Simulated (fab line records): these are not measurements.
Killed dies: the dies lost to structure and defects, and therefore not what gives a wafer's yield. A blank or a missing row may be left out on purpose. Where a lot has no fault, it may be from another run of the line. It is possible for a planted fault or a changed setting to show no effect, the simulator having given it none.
fab line records	flow nandHarc	part 2 of 2: steps 5 to 6 of 6
[record] lots = 19	wafers = 57	lastDay = 24
route steps=1159 shown A_STAIRCASE@585
lots with no fault: from the same line, run without faults
startH: start of the lot's first displayed wafer, in hours after the record's first day	waitH: hours from the lot's prior step to this one	" unchanged from the row above	L1.1+2: a row that stands for several wafers	- value missing, or start not given	* or withheld: withheld	< > ~ a bound
route shown NAME@n: a module of which the file shows steps, and the number in the route of the first	usual: mean/standard deviation taken from wafers without a fault	same: alike in all rows	chamber/n: place in a boat	sites: each site's reading	_std_site: standard deviation across them	_edge_site: mean of outer sites minus mean of inner sites	radiusMm: for every site, how far away it sits from the centre of the wafer	mask NAME#n: copy n	behind: tool/chamber where the wafer was last shaped	hold: why the lot was held/for how many hours/how that ended	device: the transistor (n, p or np) that didn't switch	end of line: at the end of the route, the tests of the same wafers	a step given without rows: its recipe and nothing more	killed: at the first sort, the dies lost to defects and structure; wafer yield is something else	map: a wafer's dies, marking killed ones x, the rest . and places with no die _
set.NAME: the setting as run; set.NAME@STEP: as run at that earlier step	model.NAME: the simulator's own value behind a step, which no gauge read
the route's steps for a sample of lots (tables are steps, rows are wafers)
services: a tool's chamber out of use, with start hour (startH, from the record's first day; less than 0 if before it), hours out, and reason
[[steps]]
[step NHARC_A_STAIRCASE_ETCH_453]
[recipe] targetDepthA = 300	overetchA = 30	timeS = 16.5	ionEnergyEv = 100	cf4FlowSccm = 80	o2FlowSccm = 20	arFlowSccm = 0	rfW = 300	biasW = 100	chemistry = CF4/O2
[usual] chamberPressureMTorr = 30.00/0.031	drypumpMotorCurrentA = 5.9/0.59	o2FlowSccm = 20.00/0.063	oesProductAu = 1.002/0.013	rfVppV = 197.8/1.1	showerheadPlenumPTorr = 1.33/0.035	throttleValvePct = 13.398/0.0092
lot.wafer	tool	chamber	startH	waitH	chamberPressureMTorr	drypumpMotorCurrentA	o2FlowSccm	oesProductAu	rfHoursCounterH	rfVppV	showerheadPlenumPTorr	throttleValvePct
L075.2	rieDiel-11	0	-	-	29.99	6.1	20.14	0.980	25	196.1	1.31	13.397
L075.3	"	1	"	"	30.08	6.4	19.97	0.994	25	198.6	1.37	13.391
L075.5	"	0	"	"	29.98	6.1	20.01	0.978	-	198.5	1.31	13.389
L076.1	rieDiel-07	2	-	-	30.01	6.1	19.97	0.999	12	197.8	1.31	13.405
L076.2	"	0	"	"	29.96	5.3	20.03	1.014	12	198.7	1.37	13.395
L076.3	"	1	"	"	29.97	6.7	19.89	1.020	13	198.6	1.33	13.416
L077.2	rieDiel-07	2	-	-	29.99	6.2	19.96	1.003	13	197.8	1.31	13.400
L077.3	"	3	"	"	29.95	5.1	19.94	0.990	13	198.9	1.34	13.411
L077.5	"	2	"	"	30.00	6.2	19.91	0.995	-	198.1	1.31	13.397
L080.2	rieDiel-11	0	-	-	30.02	6.1	20.05	0.997	34	196.3	1.31	13.410
L080.4	"	1	"	"	30.01	6.4	20.08	1.005	33	198.8	1.37	13.382
L080.1	"	3	"	"	30.02	5.4	19.98	0.992	34	197.3	1.29	13.406
L078.2	rieDiel-07	1	-	-	29.99	6.7	20.08	1.012	22	197.8	1.33	13.404
L078.4	"	2	"	"	30.02	6.2	20.02	0.994	20	199.1	1.30	13.392
L078.5	"	1	"	"	29.99	6.7	19.94	1.015	-	197.4	1.33	13.387
L081.3	rieDiel-11	0	-	-	29.99	6.1	19.92	0.977	35	196.8	1.31	13.401
L081.5	"	1	"	"	29.99	6.4	20.00	1.003	-	197.8	1.37	13.396
L081.6	"	2	"	"	29.97	5.6	19.88	1.014	-	197.0	1.26	13.387
L082.1	rieDiel-07	0	-	-	30.00	5.3	19.94	1.013	28	198.3	1.37	13.389
L082.4	"	1	"	"	30.03	6.6	20.02	1.017	28	198.6	1.32	13.408
L082.5	"	1	"	"	30.04	6.6	20.04	1.006	-	198.5	1.33	13.395
L083.1	rieDiel-11	3	-	-	30.00	5.3	19.87	0.988	42	197.5	1.28	13.398
L083.6	"	1	"	"	29.96	6.4	20.03	0.989	-	197.6	1.37	13.398
L083.5	"	2	"	"	30.07	5.6	20.01	1.013	-	196.6	1.26	13.399
L084.4	rieDiel-07	0	-	-	29.96	5.3	19.94	1.013	34	199.3	1.37	13.411
L084.5	"	1	"	"	30.01	6.6	20.00	1.016	-	199.6	1.32	13.399
L084.6	"	2	"	"	29.96	6.1	19.92	0.996	-	196.9	1.30	13.407
L087.3	rieDiel-07	0	-	-	29.99	5.3	20.14	1.017	37	198.0	1.36	13.375
L087.5	"	1	"	"	30.02	6.6	19.96	1.015	-	196.7	1.32	13.390
L087.6	"	2	"	"	30.01	6.1	19.98	1.004	-	195.9	1.30	13.383
L086.1	rieDiel-07	3	-	-	30.00	5.1	20.00	0.990	35	197.8	1.34	13.400
L086.2	"	0	"	"	30.00	5.3	19.95	1.013	37	201.2	1.36	13.397
L086.3	"	1	"	"	29.97	6.7	20.02	1.011	38	197.6	1.32	13.406
L089.2	rieDiel-07	0	-	-	30.04	5.3	19.96	1.010	46	198.8	1.36	13.401
L089.3	"	1	"	"	30.03	6.6	20.07	1.010	47	196.2	1.32	13.375
L089.5	"	3	"	"	30.02	5.1	20.09	0.988	-	196.6	1.34	13.415
L091.4	rieDiel-03	0	-	-	30.03	5.6	20.01	1.019	49	198.8	1.39	13.403
L091.1	"	1	"	"	30.04	4.9	20.01	1.004	48	197.8	1.37	13.385
L091.3	"	3	"	"	30.00	6.8	20.05	1.023	55	196.7	1.31	13.407
L093.3	rieDiel-07	0	-	-	30.01	5.3	20.01	1.012	46	199.1	1.36	13.379
L093.1	"	1	"	"	30.02	6.6	20.09	1.007	48	195.3	1.32	13.388
L093.6	"	3	"	"	30.02	5.1	20.00	0.986	-	197.8	1.34	13.401
L092.2	rieDiel-07	0	-	-	30.02	5.3	20.01	1.026	47	197.8	1.36	13.400
L092.4	"	1	"	"	30.01	6.6	20.02	1.013	48	197.6	1.32	13.401
L092.1	"	2	"	"	30.01	6.2	20.01	1.005	46	196.9	1.30	13.401
L094.2	rieDiel-07	3	-	-	30.00	5.1	20.03	0.985	50	197.7	1.34	13.393
L094.4	"	0	"	"	29.96	5.3	20.08	1.007	51	198.3	1.36	13.394
L094.3	"	1	"	"	29.99	6.6	19.97	1.018	52	197.6	1.32	13.399
L096.1	rieDiel-07	3	-	-	30.00	5.1	20.15	0.985	57	197.7	1.33	13.392
L096.5	"	0	"	"	29.99	5.3	19.99	1.009	-	198.5	1.36	13.412
L096.6	"	1	"	"	30.01	6.6	19.98	1.016	-	197.3	1.32	13.386
L095.3	rieDiel-11	1	-	-	29.98	6.3	20.01	0.989	8	198.4	1.36	13.405
L095.6	"	0	"	"	30.00	6.1	20.07	0.997	-	196.7	1.30	13.393
L095.5	"	1	"	"	29.99	6.4	20.07	0.995	-	199.2	1.36	13.411
L097.1	rieDiel-03	2	-	-	30.09	5.7	20.00	1.003	0	199.1	1.40	13.404
L097.2	"	0	"	"	29.97	5.6	20.03	0.998	0	199.4	1.38	13.387
L097.3	"	1	"	"	30.03	4.9	19.98	1.006	0	198.7	1.37	13.391
[step NHARC_A_STAIRCASE_STRIP_316]
[recipe] o2FlowSccm = 500	arFlowSccm = 0	biasW = 0	chemistry = O2
[usual] chamberPressureMTorr = 60.00/0.059	drypumpMotorCurrentA = 5.9/0.59	o2FlowSccm = 500.0/1.5	oesProductAu = 1.003/0.013	rfVppV = 57.8/0.82	showerheadPlenumPTorr = 3.52/0.086	throttleValvePct = 17.037/0.0099
lot.wafer	tool	chamber	startH	waitH	chamberPressureMTorr	drypumpMotorCurrentA	o2FlowSccm	oesProductAu	rfHoursCounterH	rfVppV	showerheadPlenumPTorr	throttleValvePct
L075.3	rieDiel-11	0	-	-	59.98	6.1	500.9	0.988	25	58.7	3.47	17.045
L075.2	"	3	"	"	59.94	5.4	500.9	0.998	25	59.5	3.41	17.027
L075.5	"	1	"	"	60.05	6.4	501.1	1.007	-	58.3	3.62	17.043
L076.2	rieDiel-07	2	-	-	60.02	6.2	497.4	1.000	13	57.0	3.46	17.052
L076.1	"	0	"	"	59.97	5.3	500.7	1.004	13	59.5	3.62	17.047
L076.3	"	1	"	"	59.92	6.6	501.1	1.006	14	56.8	3.51	17.035
L077.2	rieDiel-07	1	-	-	60.06	6.7	501.8	1.007	15	57.7	3.51	17.033
L077.3	"	3	"	"	59.95	5.1	499.9	0.986	13	59.1	3.55	17.048
L077.5	"	2	"	"	60.09	6.2	499.5	1.004	-	58.6	3.46	17.035
L080.1	rieDiel-11	0	-	-	59.93	6.1	499.2	0.971	35	57.3	3.47	17.033
L080.4	"	1	"	"	60.03	6.4	499.3	0.995	34	58.7	3.62	17.049
L080.2	"	2	"	"	60.06	5.6	499.2	1.007	34	59.2	3.33	17.038
L078.4	rieDiel-07	0	-	-	60.04	5.3	500.6	1.029	22	58.8	3.61	17.032
L078.2	"	2	"	"	59.93	6.2	501.8	1.005	20	58.0	3.45	17.008
L078.5	"	0	"	"	60.04	5.3	500.9	1.015	-	58.2	3.61	17.020
L081.3	rieDiel-11	2	-	-	60.03	5.7	498.6	1.015	34	58.0	3.33	17.040
L081.6	"	3	"	"	59.92	5.4	501.9	0.991	-	58.4	3.40	17.038
L081.5	"	0	"	"	60.01	6.1	501.7	0.987	-	58.2	3.47	17.034
L082.1	rieDiel-07	0	-	-	59.85	5.3	499.8	1.011	28	58.3	3.61	17.035
L082.4	"	3	"	"	60.01	5.1	497.5	0.977	26	57.2	3.54	17.028
L082.5	"	0	"	"	60.07	5.3	499.2	1.015	-	57.9	3.61	17.029
L083.1	rieDiel-11	0	-	-	59.99	6.1	499.1	0.973	44	58.2	3.46	17.043
L083.5	"	3	"	"	60.09	5.4	501.5	0.982	-	59.0	3.40	17.046
L083.6	"	0	"	"	59.96	6.1	498.1	0.972	-	57.7	3.46	17.020
L084.4	rieDiel-07	2	-	-	60.02	6.2	499.6	1.004	33	57.1	3.44	17.031
L084.5	"	0	"	"	59.98	5.3	500.1	1.012	-	57.5	3.60	17.060
L084.6	"	1	"	"	60.01	6.7	501.4	1.011	-	56.6	3.50	17.047
L087.3	rieDiel-07	3	-	-	60.03	5.1	502.9	0.997	35	56.6	3.54	17.031
L087.6	"	1	"	"	59.95	6.7	501.0	1.021	-	57.0	3.50	17.033
L087.5	"	2	"	"	59.95	6.2	500.4	1.002	-	58.3	3.44	17.036
L086.1	rieDiel-07	1	-	-	60.04	6.7	502.8	1.009	38	58.0	3.50	17.041
L086.3	"	3	"	"	60.00	5.1	497.9	0.983	36	57.6	3.54	17.052
L086.2	"	0	"	"	60.08	5.3	499.9	1.016	38	58.8	3.60	17.041
L089.2	rieDiel-07	3	-	-	59.95	5.1	500.1	0.990	43	58.9	3.53	17.038
L089.3	"	2	"	"	59.99	6.2	499.7	1.008	45	57.1	3.44	17.045
L089.5	"	3	"	"	60.01	5.1	500.2	0.988	-	57.6	3.53	17.041
L091.3	rieDiel-03	3	-	-	59.97	6.7	499.8	1.020	56	58.5	3.47	17.027
L091.4	"	0	"	"	60.00	5.6	500.5	1.025	49	57.2	3.66	17.038
L091.1	"	1	"	"	59.97	4.9	500.1	1.001	48	58.6	3.61	17.032
L093.1	rieDiel-07	0	-	-	59.98	5.3	498.6	1.025	47	58.6	3.60	17.041
L093.3	"	2	"	"	60.00	6.2	500.0	1.009	45	58.5	3.44	17.041
L093.6	"	1	"	"	60.06	6.7	499.6	1.010	-	57.6	3.49	17.028
L092.1	rieDiel-07	0	-	-	59.93	5.3	501.1	1.012	47	56.4	3.60	17.038
L092.2	"	1	"	"	59.97	6.7	500.6	1.021	48	57.8	3.49	17.026
L092.4	"	2	"	"	60.08	6.2	501.4	0.997	46	57.5	3.44	17.033
L094.3	rieDiel-07	1	-	-	60.04	6.7	501.2	1.017	53	56.3	3.49	17.040
L094.4	"	3	"	"	59.94	5.1	499.9	0.988	50	57.3	3.53	17.047
L094.2	"	0	"	"	59.96	5.3	499.1	1.018	52	57.3	3.59	17.044
L096.1	rieDiel-07	1	-	-	59.91	6.7	500.3	1.023	60	58.2	3.49	17.040
L096.6	"	3	"	"	60.12	5.1	500.3	0.993	-	58.3	3.52	17.039
L096.5	"	0	"	"	60.02	5.3	496.2	1.024	-	57.0	3.59	17.025
L095.3	rieDiel-11	0	-	-	60.02	6.2	498.9	0.986	8	55.8	3.45	17.027
L095.5	"	0	"	"	60.03	6.2	499.8	0.991	-	58.5	3.45	17.037
L095.6	"	1	"	"	59.95	6.4	500.1	0.993	-	57.7	3.60	17.030
L097.3	rieDiel-03	0	-	-	59.95	5.6	501.6	1.000	1	57.4	3.65	17.026
L097.1	"	2	"	"	60.07	5.7	499.1	1.007	1	58.2	3.69	17.056
L097.2	"	3	"	"	59.96	6.7	501.2	1.007	1	57.6	3.47	17.050
[[services]]
tool	chamber	startH	hours	kind
rieDiel-07	-	228.35	9.0	pm
rieDiel-07	0	228.35	9.0	ventCycle
rieDiel-07	1	228.35	9.0	ventCycle
rieDiel-07	2	228.35	9.0	ventCycle
rieDiel-07	3	228.35	9.0	ventCycle
pecvd-01	-	237.00	13.0	pm
rieDiel-07	0	237.35	-	clean
rieDiel-03	0	269.25	10.1	repair
pecvd-01	-	278.38	5.4	repair
rieDiel-03	-	281.47	2.5	repair
pecvd-04	2	282.75	23.4	repair
rieDiel-03	2	288.86	36.9	repair
pecvd-03	-	292.42	13.0	pm
rieDiel-03	1	298.74	9.8	repair
rieDiel-03	0	305.88	5.3	repair
pecvd-01	1	328.00	3.8	repair
pecvd-04	1	335.33	24.7	repair
rieDiel-11	-	346.13	0.5	repair
rieDiel-03	1	350.16	4.0	repair
rieDiel-11	-	355.38	0.4	repair
rieDiel-11	1	361.75	2.5	repair
rieDiel-11	-	366.50	9.0	pm
pecvd-04	-	376.00	13.0	pm
rieDiel-03	-	392.47	9.0	pm
